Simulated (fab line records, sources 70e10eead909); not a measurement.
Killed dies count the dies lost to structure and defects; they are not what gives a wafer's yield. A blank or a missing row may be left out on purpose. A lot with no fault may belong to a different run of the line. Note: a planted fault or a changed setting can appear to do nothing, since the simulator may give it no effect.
One fault seen from 2 desks    flow nandHarc    each desk holds nothing but its own numbers, with what lay behind them at the end

## THE METROLOGY DESK
What the gauges read for every lot (on any tool): the sampled wafers with a number, averaged. If a lot's mean is further than 4 standard deviations from the usual mean, the lot is out of limits and carries the mark OUT (the distance appears in the brackets).
Columns: A = cdNm at NHARC_A_M1_CD_MEAS_09, usual 120.5 nm; B = overlayXNm at NHARC_A_M1_OVL_MEAS_10, usual -0.1 nm; C = overlayYNm at NHARC_A_M1_OVL_MEAS_10, usual -0.1 nm
lot   first seen here  A                B     C
L441  day 17 09:02     120.1            0.1   -0.9
L443  day 18 01:12     119.5            -0.4  1.9
L442  day 18 02:14     120.5            -1.2  0.4
L449  day 19 07:27     121.0            0.9   -1.0
L450  day 20 06:56     120.8            -0.7  -0.7
L454  day 20 21:03     128.3 (+10) OUT  -0.9  -0.3
L452  day 21 20:22     120.3            0.2   -1.0
L458  day 21 20:44     120.7            1.0   -0.4
L457  day 22 05:34     120.0            0.2   -1.5
L460  day 22 14:39     121.5            0.8   0.3
L462  day 22 23:35     121.1            0.5   0.6
This desk's verdict: out of limits on L454, starting with L454 at day 20 21:03 (cdNm at NHARC_A_M1_CD_MEAS_09). L441, L443, L442, L449, L450, L452, L458, L457, L460, L462 stayed within limits.

## AT THE TOOL OWNER'S DESK: arfiScanner-03
The tool's own readings at NHARC_A_M1_EXPOSE_06 (exposes mask A M1, target cd 120 nm): means of the sampled wafers that have a number, for each lot that ran on this tool. If a lot's mean is further than 4 standard deviations from the usual mean, the lot is out of limits and carries the mark OUT (the distance appears in the brackets).
Columns: A = exposureDoseMJCm2 at NHARC_A_M1_EXPOSE_06, usual 75.10; B = reticleTempC at NHARC_A_M1_EXPOSE_06, usual 22.99 C
lot   first seen here  A      B
L441  day 17 08:54     75.10  23.11
L442  day 18 02:06     75.14  22.88
L449  day 19 07:19     75.10  23.12
L450  day 20 06:47     75.14  22.85
L454  day 20 20:55     75.10  22.98
L452  day 21 20:13     75.20  22.89
Result from this desk: across the 6 lots, nothing is out of limits.

## PUT TOGETHER
At day 20 21:03 the metrology desk could have sounded an alarm, on L454.
The tool owner's desk saw nothing out of limits.
Tool owner's desk: L454 on record, inside its limits.
The lots listed all ran NHARC_A_M1_EXPOSE_06 on arfiScanner-03.

## WHAT WAS PUT IN BY THE SIMULATOR
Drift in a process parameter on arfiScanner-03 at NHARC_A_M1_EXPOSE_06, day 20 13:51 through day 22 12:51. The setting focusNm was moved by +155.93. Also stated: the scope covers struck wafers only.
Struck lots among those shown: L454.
Delay in hours, fault start to first out-of-limits reading, per desk: metrology desk 7.
